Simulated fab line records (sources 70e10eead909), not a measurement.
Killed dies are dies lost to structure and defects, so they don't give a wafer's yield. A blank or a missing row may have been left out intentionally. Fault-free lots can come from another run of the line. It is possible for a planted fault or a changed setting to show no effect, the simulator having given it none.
Struck lot and sound lot, side by side	flow nand harc	14 steps out of a route of 1302
Sound: these wafers, L219.2, L219.4, L219.5. Struck: wafers L204.2, L204.6. The cause comes at the end.
At each step with rows: each side's tool, then ch and its chambers, then its first start. Under that, the readings that differ: sound wafers	struck wafers	difference of the means	sigmas: that difference in standard deviations of wafers without a fault.
alike: same words and numbers on both sides, and readings whose means sit less than 2 such deviations apart. not compared: any withheld reading, any reading some wafer has no value for, any bound like >300 that may hide the same value, and any number with overlapping values for which the record gives no deviation.
Wherever a step has rows on one side only, a row that says differs or no value, or a row with sigmas, the two part there. Numbers that don't overlap but have no deviation are shown without sigmas and don't part them. A reading missing from all wafers of one side parts the sides only when that side holds two or more wafers.

NHARC_A_CHANNEL_FILL_D2_ALD_15: deposits SiNx, target thk 2 nm, pulse time 60 s, ald cycles 19.
  sound on ald sin batch-02 ch 0; struck on ald sin batch-03 ch 0
  alike: precursor pulse height rel
  not compared: ald cycles
NHARC_A_CHANNEL_FILL_D2_ALD_16: deposits SiO2, target thk 1.5 nm, pulse time 10 s, ald cycles 15.
  sound on ald hk-04 ch 0,1, day 23 07:56; struck on ald hk-04 ch 0,2, day 17 03:37
  alike: heater power w, precursor pulse height rel
  not compared: ald cycles
then, 3 steps without rows for these wafers: NHARC_A_CHANNEL_FILL_D2_ANNEAL_17 (time 1800 s); NHARC_A_CHANNEL_FILL_D2_CVD_18 (deposits poly-Si, target thk 3 nm); NHARC_A_CHANNEL_FILL_D2_ETCHBACK_19 (etches the open film in HBr/Cl2, target depth 5 nm, time 1.7 s).
NHARC_A_CHANNEL_FILL_D2_ETCHBACK_20: etches the open film in C4F8/O2/Ar, target depth 27 nm, time 13.5 s.
  sound on rie diel-07 ch 0,3, day 23 19:35; struck on rie diel-11 ch 3, day 17 17:13
  alike: oes product au, rf vpp V
  not compared: rf hours counter h
NHARC_A_CHANNEL_FILL_D2_STRIP_28: strips in O2, time 20 s.
  sound on rie diel-07 ch 0,2,3, day 23 19:40; struck on rie diel-11 ch 1,3, day 17 17:19
  alike: drypump motor current A, oes product au, rf vpp V, showerhead plenum p Torr, throttle valve pct
  not compared: rf hours counter h
then, 4 steps without rows for these wafers: NHARC_A_CHANNEL_FILL_D2_PRECLEAN_21 (cleans in dHF, time 30 s); NHARC_A_CHANNEL_FILL_D2_SRD_23; NHARC_A_CHANNEL_FILL_D2_CVD_05 (deposits poly-Si, target thk 5 nm); NHARC_A_CHANNEL_FILL_D2_ANNEAL_22 (time 7200 s).
NHARC_A_CHANNEL_FILL_D2_ALD_25: deposits SiOx, target thk 60 nm, pulse time 10 s, ald cycles 600.
  sound on ald hk-01 ch 0,2,3, day 24 08:12; struck on ald hk-04 ch 0,2, day 18 05:53
reading	sound	struck	difference	sigmas
ald cycles	600 600 600	620 620	+20	
heater power w (W)	426 617 511	409 388	-120	-2
  alike: precursor pulse height rel
NHARC_A_CHANNEL_FILL_D2_ETCHBACK_08: etches the open film in C4F8, target depth 220 nm, time 110 s.
  sound on rie diel-07 ch 0,1,3; struck on rie diel-11 ch 1,2
  alike: oes product au, rf vpp V
  not compared: rf hours counter h
-- record jumps: 9 days between struck wafers' starts before vs after; left off in module A_CHANNEL_FILL_D2, resumes in module END, first step shown is number 1302 of the route --
NHARC_END_SORT_01:
  only the struck wafers appear in the record here, on prober-02 ch 0 at day 27 06:50; the sound ones have no rows

== WHERE THEY PART ==
Earliest at NHARC_A_CHANNEL_FILL_D2_ALD_25; latest, in this record, at NHARC_END_SORT_01.

WHY: the cause the simulator had injected
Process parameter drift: ald hk-04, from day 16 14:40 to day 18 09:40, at NHARC_A_CHANNEL_FILL_D2_ALD_25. A move of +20 in setting ald cycles, from 600. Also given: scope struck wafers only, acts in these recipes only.
